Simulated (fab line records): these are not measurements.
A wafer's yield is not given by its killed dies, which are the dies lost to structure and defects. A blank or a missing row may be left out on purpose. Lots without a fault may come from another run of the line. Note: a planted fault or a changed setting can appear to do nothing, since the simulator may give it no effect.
fab line records	flow nand-harc	part 1 of 2: steps 1 to 33 of 42
[record] lots = 5	wafers = 15	last-day = 30
route steps=1302 shown P_BONDPAD@381 A_START@389 A_ZERO_WELL@390 A_SOURCE_PLATE@413 A_ONON_D1@424
lots that met no fault: from a run of the same line without faults
start-h: hours from the record's first day to the start of the lot's first wafer shown	wait-h: hours from the lot's prior step to this one	" repeats the value in the row above	L1.1+2: a row that stands for several wafers	- no value, or no start given	* or withheld: withheld	< > ~ a bound
route shown NAME@n: names a module that has steps shown in the file, with the first one's number in the route	usual: mean/standard deviation of fault-free wafers	same: alike in all rows	chamber/n: place in a boat	sites: per-site readings	_std_site: the standard deviation of these	_edge_site: outer sites' mean less inner sites'	radius-mm: for every site, how far away it sits from the centre of the wafer	mask NAME#n: copy n	behind: the last tool/chamber to shape the wafer	hold: why the lot went on hold/how many hours it stayed there/how the hold came to an end	device: the n, p or np transistor that did not switch	end of line: tests of these same wafers at the route's end	for a step that has no rows: nothing shown but its recipe	killed: at the first sort, the dies lost to defects and structure; wafer yield is something else	map: per-die view of a wafer (x killed, . not killed, _ where there is no die)
set.NAME: the setting as run; set.NAME@STEP: as run at that earlier step	model.NAME: the simulator's own value behind a step, which no gauge read
a table for each step, a row for each wafer; lots at some steps of the route
services: the hour from which a tool's chamber was out of use, counted from the record's first day as start-h (under 0 if before that day), plus the number of hours and why
[[steps]]
[step NHARC_P_BONDPAD_THK_MEAS_20]
[recipe] thk-meas-gauge = xrf
[usual] thk-nm = 160.9/1.5
lot.wafer	tool	chamber	start-h	wait-h	thk-nm
L081.1	film-metro-02	-	203.25	-	162.7
L081.2	"	-	"	"	163.3
L081.4	"	-	"	"	160.9
L086.1	film-metro-01	-	258.13	-	160.0
L086.2	"	-	"	"	159.7
L086.3	"	-	"	"	162.3
L088.4	film-metro-02	-	288.15	-	161.2
L088.5	"	-	"	"	159.6
L088.6	"	-	"	"	161.5
L090.1	film-metro-02	-	298.26	-	158.0
L090.2	"	-	"	"	158.6
L090.5	"	-	"	"	158.3
L091.2	film-metro-02	-	306.79	-	161.0
L091.4	"	-	"	"	160.8
L091.6	"	-	"	"	162.5
[step NHARC_P_BONDPAD_SRD_21]
[recipe] time-s = 30	temp-c = 23	dry-time-s = 20	spin-rpm = 1500
[same] time-s = 30
lot.wafer	tool	chamber	start-h	wait-h
L081.4+2+1	wet-bench-08	5,6,7	203.30	0.0
L086.1+3+2	wet-bench-10	3,5,7	258.17	0.0
L088.6+5+4	wet-bench-08	1,4,6	288.19	0.0
L090.5+2+1	wet-bench-10	7,0,4	298.30	0.0
L091.6+2+4	wet-bench-08	5,7,1	306.83	0.0
[step NHARC_P_BONDPAD_INSPECT_23]
[usual] raw-defect-count = 328/120
lot.wafer	tool	chamber	start-h	wait-h	raw-defect-count
L081.1	defect-inspect-02	-	203.48	0.0	361
L081.2	"	-	"	"	313
L081.4	"	-	"	"	286
L086.1	defect-inspect-02	-	258.36	0.0	241
L086.2	"	-	"	"	236
L086.3	"	-	"	"	454
L088.4	defect-inspect-02	-	288.38	0.0	463
L088.5	"	-	"	"	308
L088.6	"	-	"	"	268
L090.1	defect-inspect-02	-	298.48	0.0	193
L090.2	"	-	"	"	230
L090.5	"	-	"	"	344
L091.2	defect-inspect-02	-	307.01	0.0	189
L091.4	"	-	"	"	220
L091.6	"	-	"	"	131
[step NHARC_P_BONDPAD_ACTIVATE_29]
[recipe] time-s = 60	n2-flow-sccm = 200	ar-flow-sccm = 0	bias-power-w = 0	chemistry = N2
[usual] drypump-motor-current-A = 5.6/0.45	oes-product-au = 0.999/0.0096	rf-vpp-V = 64.0/0.86	showerhead-plenum-p-Torr = 1.74/0.065
[same] time-s = 60
lot.wafer	tool	chamber	start-h	wait-h	drypump-motor-current-A	oes-product-au	rf-hours-counter-h	rf-vpp-V	showerhead-plenum-p-Torr
L081.1	rie-diel-11	2	203.55	0.1	5.1	1.000	3.0	63.7	1.76
L081.2	"	3	"	"	5.2	0.994	2.9	64.3	1.72
L081.4	"	0	"	"	5.7	1.004	2.9	63.3	1.72
L086.1	rie-diel-08	2	258.42	0.1	6.2	1.009	4.2	63.3	1.67
L086.2	"	0	"	"	5.7	1.015	4.5	64.4	1.78
L086.3	"	1	"	"	5.2	0.998	4.7	63.8	1.87
L088.4	rie-diel-07	1	288.43	0.1	5.6	0.995	10.9	65.4	1.69
L088.6	"	1	"	"	5.6	1.001	-	64.3	1.69
L088.5	"	2	"	"	6.0	1.010	-	64.2	1.82
L090.1	rie-diel-11	2	298.54	0.1	5.1	1.015	0.7	63.8	1.76
L090.2	"	0	"	"	5.7	1.002	1.0	64.5	1.72
L090.5	"	3	"	"	5.2	1.000	-	62.7	1.72
L091.4	rie-diel-11	0	307.07	0.1	5.7	1.005	1.2	65.2	1.71
L091.2	"	2	"	"	5.1	1.009	0.9	64.0	1.76
L091.6	"	0	"	"	5.7	1.020	-	63.9	1.72
[step NHARC_P_BONDPAD_PRECLEAN_30]
[recipe] time-s = 300	temp-c = 23	chemistry = DIW
[same] time-s = 300
lot.wafer	tool	chamber	start-h	wait-h
L081.1+4+2	wet-bench-08	1,3,5	203.71	0.1
L086.2+1+3	wet-bench-08	3,4,6	258.61	0.2
L088.6+5+4	wet-bench-10	0,1,2	288.60	0.1
L090.2+1+5	wet-bench-10	7,0,2	298.71	0.1
L091.2+4+6	wet-bench-10	6,0,3	307.22	0.1
[step NHARC_P_BONDPAD_SRD_31]
[recipe] time-s = 30	temp-c = 23	dry-time-s = 20	spin-rpm = 1500
[same] time-s = 30
lot.wafer	tool	chamber	start-h	wait-h
L081.1+4+2	wet-bench-08	1,3,5	-	-
L086.2+1+3	wet-bench-08	3,4,6	-	-
L088.6+5+4	wet-bench-10	0,1,2	-	-
L090.2+1+5	wet-bench-10	7,0,2	-	-
L091.2+4+6	wet-bench-10	6,0,3	-	-
[step NHARC_A_START_INSPECT_01]
[usual] raw-defect-count = 3.7/1.8
lot.wafer	tool	chamber	start-h	wait-h	raw-defect-count
L081.1	defect-inspect-02	-	203.95	-	4
L081.2	"	-	"	"	6
L081.4	"	-	"	"	6
L086.1	defect-inspect-01	-	258.85	-	4
L086.2	"	-	"	"	3
L086.3	"	-	"	"	3
L088.4	defect-inspect-02	-	288.85	-	6
L088.5	"	-	"	"	4
L088.6	"	-	"	"	5
L090.1	defect-inspect-02	-	298.95	-	3
L090.2	"	-	"	"	3
L090.5	"	-	"	"	1
L091.2	defect-inspect-01	-	307.48	-	3
L091.4	"	-	"	"	6
L091.6	"	-	"	"	3
[step NHARC_A_ZERO_WELL_PRECLEAN_00]
[recipe] time-s = 600	temp-c = 120	chemistry = SPM
[same] time-s = 600
lot.wafer	tool	chamber	start-h	wait-h
L081.1+4+2	wet-bench-04	0,1,2	204.07	0.1
L086.1+3+2	wet-bench-06	2,3,7	258.93	0.1
L088.5+6+4	wet-bench-06	2,5,6	288.94	0.1
L090.1+2+5	wet-bench-06	0,4,5	299.03	0.1
L091.4+6+2	wet-bench-06	1,2,5	307.57	0.1
[step NHARC_A_ZERO_WELL_SRD_01]
lot.wafer	tool	chamber	start-h	wait-h
L081.1+4+2	wet-bench-04	0,1,2	-	-
L086.1+3+2	wet-bench-06	2,3,7	-	-
L088.5+6+4	wet-bench-06	2,5,6	-	-
L090.1+2+5	wet-bench-06	0,4,5	-	-
L091.4+6+2	wet-bench-06	1,2,5	-	-
[step NHARC_A_ZERO_WELL_DEHYDRATE_02]
[recipe] temp-c = 150	time-s = 120
[same] time-s = 120
lot.wafer	tool	chamber	start-h	wait-h
L081.1+2+4	litho-track-03	0	204.42	-
L086.1+2+3	litho-track-03	0	259.24	-
L088.4+5+6	litho-track-05	0	289.25	-
L090.1+2+5	litho-track-03	0	299.34	-
L091.2+4+6	litho-track-05	0	307.87	-
[step NHARC_A_ZERO_WELL_HMDS_03]
[recipe] time-s = 30
[same] time-s = 30
lot.wafer	tool	chamber	start-h	wait-h
L081.1+2+4	litho-track-03	0	-	-
L086.1+2+3	litho-track-03	0	-	-
L088.4+5+6	litho-track-05	0	-	-
L090.1+2+5	litho-track-03	0	-	-
L091.2+4+6	litho-track-05	0	-	-
[step NHARC_A_ZERO_WELL_COAT_18]
[recipe] temp-c = 200	time-s = 65
[same] time-s = 65
lot.wafer	tool	chamber	start-h	wait-h
L081.1+2+4	litho-track-03	0	-	-
L086.1+2+3	litho-track-03	0	-	-
L088.4+5+6	litho-track-05	0	-	-
L090.1+2+5	litho-track-03	0	-	-
L091.2+4+6	litho-track-05	0	-	-
[step NHARC_A_ZERO_WELL_COAT_04]
[recipe] spin-rpm = 2000	resist-thk-nm = 600
lot.wafer	tool	chamber	start-h	wait-h
L081.1+2+4	litho-track-03	0	-	-
L086.1+2+3	litho-track-03	0	-	-
L088.4+5+6	litho-track-05	0	-	-
L090.1+2+5	litho-track-03	0	-	-
L091.2+4+6	litho-track-05	0	-	-
[step NHARC_A_ZERO_WELL_SOFTBAKE_05]
[recipe] temp-c = 125	time-s = 70
[same] time-s = 70
lot.wafer	tool	chamber	start-h	wait-h
L081.1+2+4	litho-track-03	0	-	-
L086.1+2+3	litho-track-03	0	-	-
L088.4+5+6	litho-track-05	0	-	-
L090.1+2+5	litho-track-03	0	-	-
L091.2+4+6	litho-track-05	0	-	-
[step NHARC_A_ZERO_WELL_EBR_06]
lot.wafer	tool	chamber	start-h	wait-h
L081.1+2+4	litho-track-03	0	-	-
L086.1+2+3	litho-track-03	0	-	-
L088.4+5+6	litho-track-05	0	-	-
L090.1+2+5	litho-track-03	0	-	-
L091.2+4+6	litho-track-05	0	-	-
[step NHARC_A_ZERO_WELL_EXPOSE_07]
[recipe] na = 0.55	dose-mj = 33.85	mask-id = A_ZERO
lot.wafer	tool	chamber	start-h	wait-h	mask
L081.1+2+4	krf-scanner-03	0	204.71	-	A_ZERO#0
L086.1+2+3	krf-scanner-01	0	259.53	-	A_ZERO#0
L088.4+5+6	krf-scanner-01	0	289.55	-	A_ZERO#0
L090.1+2+5	krf-scanner-03	0	299.51	-	A_ZERO#0
L091.2+4+6	krf-scanner-04	0	308.17	-	A_ZERO#0
[step NHARC_A_ZERO_WELL_PEB_08]
[recipe] peb-temp-c = 128	peb-time-s = 80
lot.wafer	tool	chamber	start-h	wait-h
L081.1+2+4	litho-track-07	0	204.78	0.1
L086.1+2+3	litho-track-05	0	259.60	0.1
L088.4+5+6	litho-track-03	0	289.60	0.0
L090.1+2+5	litho-track-03	0	299.58	0.1
L091.2+4+6	litho-track-07	0	308.23	0.1
[step NHARC_A_ZERO_WELL_DEVELOP_09]
[recipe] time-s = 50	dev-temp-c = 22
[same] time-s = 50
lot.wafer	tool	chamber	start-h	wait-h
L081.1+2+4	litho-track-07	0	-	-
L086.1+2+3	litho-track-05	0	-	-
L088.4+5+6	litho-track-03	0	-	-
L090.1+2+5	litho-track-03	0	-	-
L091.2+4+6	litho-track-07	0	-	-
[step NHARC_A_ZERO_WELL_CD_MEAS_10]
[recipe] target-cd-nm = 2000	landing-energy-ev = 500
[usual] cd-nm = 2000.3/1.9
lot.wafer	tool	chamber	start-h	wait-h	cd-nm
L081.1	cd-sem-02	0	204.86	-	2001.2
L081.2	"	0	"	"	2001.4
L081.4	"	0	"	"	2000.2
L086.1	cd-sem-02	0	259.68	-	2003.1
L086.2	"	0	"	"	2004.7
L086.3	"	0	"	"	2005.6
L088.4	cd-sem-03	0	289.69	-	2000.0
L088.5	"	0	"	"	1998.0
L088.6	"	0	"	"	1998.3
L090.1	cd-sem-02	0	299.66	-	1998.6
L090.2	"	0	"	"	1996.5
L090.5	"	0	"	"	1999.5
L091.2	cd-sem-03	0	308.31	-	2000.8
L091.4	"	0	"	"	1999.9
L091.6	"	0	"	"	2000.1
[step NHARC_A_ZERO_WELL_HARDBAKE_11]
[recipe] temp-c = 118	time-s = 65
[same] time-s = 65
lot.wafer	tool	chamber	start-h	wait-h
L081.1+2+4	litho-track-03	0	204.94	-
L086.1+2+3	litho-track-07	0	259.76	-
L088.4+5+6	litho-track-05	0	289.77	-
L090.1+2+5	litho-track-03	0	299.74	-
L091.2+4+6	litho-track-03	0	308.39	-
[step NHARC_A_ZERO_WELL_DESCUM_12]
[recipe] time-s = 3	o2-flow-sccm = 200	ar-flow-sccm = 0	bias-power-w = 0	chemistry = O2
[usual] drypump-motor-current-A = 5.8/0.51	oes-product-au = 1.000/0.0092	rf-vpp-V = 57.7/0.85	showerhead-plenum-p-Torr = 1.90/0.094	throttle-valve-pct = 11.311/0.0098
[same] time-s = 3
lot.wafer	tool	chamber	start-h	wait-h	drypump-motor-current-A	oes-product-au	rf-hours-counter-h	rf-vpp-V	showerhead-plenum-p-Torr	throttle-valve-pct
L081.2	rie-diel-09	3	205.02	-	5.8	1.002	1	56.5	1.83	11.311
L081.1	"	1	"	"	5.6	0.990	1	58.0	1.80	11.316
L081.4	"	2	"	"	4.9	0.998	-	56.9	1.82	11.322
L086.3	rie-diel-10	1	259.84	-	6.5	0.985	1	58.3	1.97	11.309
L086.2	"	2	"	"	5.8	1.009	1	58.6	2.04	11.307
L086.1	"	3	"	"	6.6	0.987	1	57.3	1.90	11.318
L088.4	rie-diel-09	2	289.84	-	4.9	1.016	3	57.7	1.82	11.301
L088.5	"	2	"	"	4.9	1.017	-	58.0	1.82	11.308
L088.6	"	3	"	"	5.8	0.993	-	59.4	1.83	11.310
L090.1	rie-diel-10	2	299.83	-	5.8	1.007	7	56.2	2.04	11.325
L090.2	"	3	"	"	6.5	1.000	7	57.1	1.90	11.295
L090.5	"	1	"	"	6.5	0.990	-	58.9	1.96	11.309
L091.2	rie-diel-09	0	308.48	-	6.3	0.980	4	58.5	2.03	11.299
L091.4	"	2	"	"	4.9	1.009	4	58.2	1.82	11.301
L091.6	"	3	"	"	5.8	1.001	-	56.9	1.83	11.303
[step NHARC_A_ZERO_WELL_ETCH_19]
[recipe] target-depth-a = 800	overetch-a = 240	time-s = 87.88	ion-energy-ev = 200	n2-flow-sccm = 150	h2-flow-sccm = 150	ar-flow-sccm = 0	rf-w = 400	bias-w = 150	chemistry = N2/H2
[usual] drypump-motor-current-A = 5.8/0.53	oes-product-au = 1.001/0.0095	rf-vpp-V = 430.1/2.8	showerhead-plenum-p-Torr = 2.02/0.1	throttle-valve-pct = 14.171/0.0089
[same] time-s = 87.88
lot.wafer	tool	chamber	start-h	wait-h	drypump-motor-current-A	oes-product-au	rf-hours-counter-h	rf-vpp-V	showerhead-plenum-p-Torr	throttle-valve-pct
L081.2	rie-diel-09	1	205.12	0.1	5.6	1.001	1	426.8	1.92	14.170
L081.1	"	2	"	"	4.9	0.991	1	427.6	1.94	14.181
L081.4	"	3	"	"	5.8	1.005	-	428.9	1.95	14.169
L086.2	rie-diel-10	0	259.93	0.1	5.3	1.009	1	430.8	2.07	14.161
L086.3	"	1	"	"	6.5	0.991	1	431.5	2.10	14.178
L086.1	"	3	"	"	6.6	0.988	1	430.5	2.03	14.187
L088.4	rie-diel-09	3	289.93	0.1	5.8	1.004	4	427.7	1.95	14.190
L088.6	"	2	"	"	4.9	1.014	-	427.8	1.94	14.172
L088.5	"	3	"	"	5.8	1.007	-	428.8	1.95	14.174
L090.2	rie-diel-10	0	299.90	0.1	5.3	0.990	6	431.1	2.07	14.172
L090.1	"	3	"	"	6.6	0.985	7	430.2	2.02	14.163
L090.5	"	0	"	"	5.3	1.003	-	433.0	2.07	14.165
L091.4	rie-diel-09	0	308.56	0.1	6.3	1.010	4	432.5	2.17	14.187
L091.2	"	2	"	"	4.9	1.015	4	427.5	1.94	14.173
L091.6	"	0	"	"	6.3	1.001	-	434.6	2.17	14.151
[step NHARC_A_ZERO_WELL_ETCH_13]
[recipe] target-depth-a = 1200	time-s = 40.1	hbr-flow-sccm = 150	cl2-flow-sccm = 50	rf-w = 400	icp-w = 400	bias-w = 100	chemistry = HBr/Cl2
[usual] drypump-motor-current-A = 5.8/0.53	oes-product-au = 1.004/0.012	throttle-valve-pct = 26.407/0.0094
[same] time-s = 40.1
lot.wafer	tool	chamber	start-h	wait-h	drypump-motor-current-A	oes-product-au	rf-hours-counter-h	throttle-valve-pct
L081.4	rie-si-06	1	205.25	-	5.3	1.021	0.8	26.414
L081.2	"	3	"	"	6.2	0.994	0.9	26.400
L081.1	"	0	"	"	6.7	1.021	0.8	26.418
L086.2	rie-si-06	1	260.06	-	5.3	1.013	0.0	26.403
L086.1	"	2	"	"	5.9	1.017	0.0	26.405
L086.3	"	3	"	"	6.2	1.010	0.0	26.401
L088.4	rie-si-05	2	290.04	-	6.1	0.996	1.0	26.406
L088.6	"	2	"	"	6.1	0.999	-	26.413
L088.5	"	3	"	"	5.1	1.006	-	26.404
L090.2	rie-si-04	3	300.02	-	5.7	1.000	0.8	26.404
L090.1	"	2	"	"	4.9	1.007	0.9	26.409
L090.5	"	3	"	"	5.7	1.002	-	26.409
L091.2	rie-si-06	0	308.68	-	6.7	1.020	0.3	26.424
L091.4	"	1	"	"	5.2	1.016	0.3	26.399
L091.6	"	0	"	"	6.7	1.013	-	26.422
[step NHARC_A_ZERO_WELL_STRIP_14]
[recipe] time-s = 900	temp-c = 130	chemistry = SPM
[same] time-s = 900
lot.wafer	tool	chamber	start-h	wait-h
L081.2+4+1	wet-bench-04	7,0,3	205.41	-
L086.3+2+1	wet-bench-05	2,3,4	260.22	-
L088.5+4+6	wet-bench-06	4,5,7	290.21	-
L090.1+5+2	wet-bench-06	7,2,3	300.17	-
L091.4+2+6	wet-bench-05	6,7,0	308.83	-
[step NHARC_A_ZERO_WELL_IMPLANT_15]
[recipe] energy-kev = 150	dose-cm2 = 1e+13	tilt-deg = 7
lot.wafer	tool	chamber	start-h	wait-h
L081.1+2+4	implanter-01	0	205.82	0.1
L086.1+2+3	implanter-02	0	260.60	0.1
L088.4+5+6	implanter-02	0	290.69	0.1
L090.1+2+5	implanter-02	0	300.58	0.1
L091.2+4+6	implanter-01	0	309.25	0.1
[step NHARC_A_ZERO_WELL_PRECLEAN_22]
[recipe] time-s = 60	temp-c = 50	bath-age-min = 0	chemistry = SC1
[same] bath-age-min = 0	time-s = 60
lot.wafer	tool	chamber	start-h	wait-h
L081.2+1+4	wet-bench-05	0,2,3	206.03	0.2
L086.3+1+2	wet-bench-06	7,0,1	260.84	0.2
L088.4+6+5	wet-bench-05	7,1,3	290.81	0.1
L090.2+1+5	wet-bench-05	2,3,7	300.79	0.2
L091.2+4+6	wet-bench-06	1,3,5	309.44	0.2
[step NHARC_A_ZERO_WELL_SRD_23]
lot.wafer	tool	chamber	start-h	wait-h
L081.2+1+4	wet-bench-05	0,2,3	-	-
L086.3+1+2	wet-bench-06	7,0,1	-	-
L088.4+6+5	wet-bench-05	7,1,3	-	-
L090.2+1+5	wet-bench-05	2,3,7	-	-
L091.2+4+6	wet-bench-06	1,3,5	-	-
[step NHARC_A_ZERO_WELL_RTA_16]
[recipe] temp-c = 1000	time-s = 10
[usual] lamp-power-pct = 29.7/1.4	wafer_temp_C_max = 1003.7/1.4
[same] time-s = 10
lot.wafer	tool	chamber	start-h	wait-h	lamp-power-pct	wafer_temp_C_max
L081.1	rtp-anneal-02	0	206.17	-	28.5	1003.6
L081.2	"	0	"	"	28.4	1002.4
L081.4	"	0	"	"	28.4	1003.0
L086.1	rtp-anneal-02	0	260.97	-	28.5	1002.9
L086.2	"	0	"	"	28.4	1002.3
L086.3	"	0	"	"	28.5	1002.9
L088.4	rtp-anneal-02	0	291.03	-	28.5	1002.7
L088.5	"	0	"	"	28.5	1003.1
L088.6	"	0	"	"	28.5	1002.8
L090.1	rtp-anneal-02	0	300.92	-	28.5	1002.0
L090.2	"	0	"	"	28.5	1001.7
L090.5	"	0	"	"	28.5	1002.8
L091.2	rtp-anneal-01	0	309.60	-	31.3	1004.1
L091.4	"	0	"	"	31.4	1003.3
L091.6	"	0	"	"	31.4	1005.2
[step NHARC_A_ZERO_WELL_INSPECT_17]
[usual] raw-defect-count = 11/5.1
lot.wafer	tool	chamber	start-h	wait-h	raw-defect-count
L081.1	defect-inspect-02	-	206.37	0.2	6
L081.2	"	-	"	"	15
L081.4	"	-	"	"	8
L086.1	defect-inspect-02	-	261.17	0.2	10
L086.2	"	-	"	"	7
L086.3	"	-	"	"	5
L088.4	defect-inspect-01	-	291.14	0.1	9
L088.5	"	-	"	"	9
L088.6	"	-	"	"	7
L090.1	defect-inspect-02	-	301.12	0.2	10
L090.2	"	-	"	"	11
L090.5	"	-	"	"	7
L091.2	defect-inspect-01	-	309.77	0.1	14
L091.4	"	-	"	"	11
L091.6	"	-	"	"	12
[step NHARC_A_SOURCE_PLATE_PRECLEAN_00]
[recipe] time-s = 60	chemistry = HF-LAST
[same] time-s = 60
lot.wafer	tool	chamber	start-h	wait-h
L081.1+4+2	wet-bench-02	1,3,5	206.42	0.1
L086.1+3+2	wet-bench-09	2,3,4	261.24	0.1
L088.6+5+4	wet-bench-02	6,1,3	291.19	0.0
L090.2+5+1	wet-bench-03	1,5,6	301.18	0.1
L091.2+6+4	wet-bench-03	1,5,6	309.82	0.0
[step NHARC_A_SOURCE_PLATE_SRD_01]
lot.wafer	tool	chamber	start-h	wait-h
L081.1+4+2	wet-bench-02	1,3,5	-	-
L086.1+3+2	wet-bench-09	2,3,4	-	-
L088.6+5+4	wet-bench-02	6,1,3	-	-
L090.2+5+1	wet-bench-03	1,5,6	-	-
L091.2+6+4	wet-bench-03	1,5,6	-	-
[step NHARC_A_SOURCE_PLATE_OXIDE_02]
[recipe] target-thk-a = 100	temp-c = 900	ox-time-s = 1362	material = SiO2
[usual] tube-center-temp-C = 900/0.088	zone-power-top-pct = 31.9/1.4
lot.wafer	tool	chamber	start-h	wait-h	tube-center-temp-C	zone-power-top-pct
L081.1	furnace-05	0	209.61	-	900	30.3
L081.2	"	0	"	"	900.15	30.1
L081.4	"	0	"	"	899.91	29.6
L086.1	furnace-07	0	263.93	-	900.18	31.9
L086.2	"	0	"	"	900.19	32.6
L086.3	"	0	"	"	900.11	31.8
L088.4	furnace-06	0	294.86	-	899.92	33.3
L088.5	"	0	"	"	899.97	33.5
L088.6	"	0	"	"	900	33.3
L090.1	furnace-05	0	304.37	-	899.91	28.9
L090.2	"	0	"	"	900.09	30.2
L090.5	"	0	"	"	900.08	29.4
L091.2	furnace-05	0	313.01	-	900.04	29.8
L091.4	"	0	"	"	900.14	29.2
L091.6	"	0	"	"	899.91	29.9
[step NHARC_A_SOURCE_PLATE_THK_MEAS_09]
[recipe] thk-meas-gauge = ellipsometry
[usual] thk-nm = 9.8/0.84
lot.wafer	tool	chamber	start-h	wait-h	thk-nm
L081.1	film-metro-02	-	213.67	0.4	10.2
L081.2	"	-	"	"	10.6
L081.4	"	-	"	"	9.7
L086.1	film-metro-02	-	267.99	0.4	9.0
L086.2	"	-	"	"	9.6
L086.3	"	-	"	"	10.7
L088.4	film-metro-02	-	298.99	0.4	9.5
L088.5	"	-	"	"	9.7
L088.6	"	-	"	"	10.0
L090.1	film-metro-02	-	308.40	0.4	10.7
L090.2	"	-	"	"	10.6
L090.5	"	-	"	"	9.8
L091.2	film-metro-01	-	317.09	0.4	8.9
L091.4	"	-	"	"	9.4
L091.6	"	-	"	"	9.6
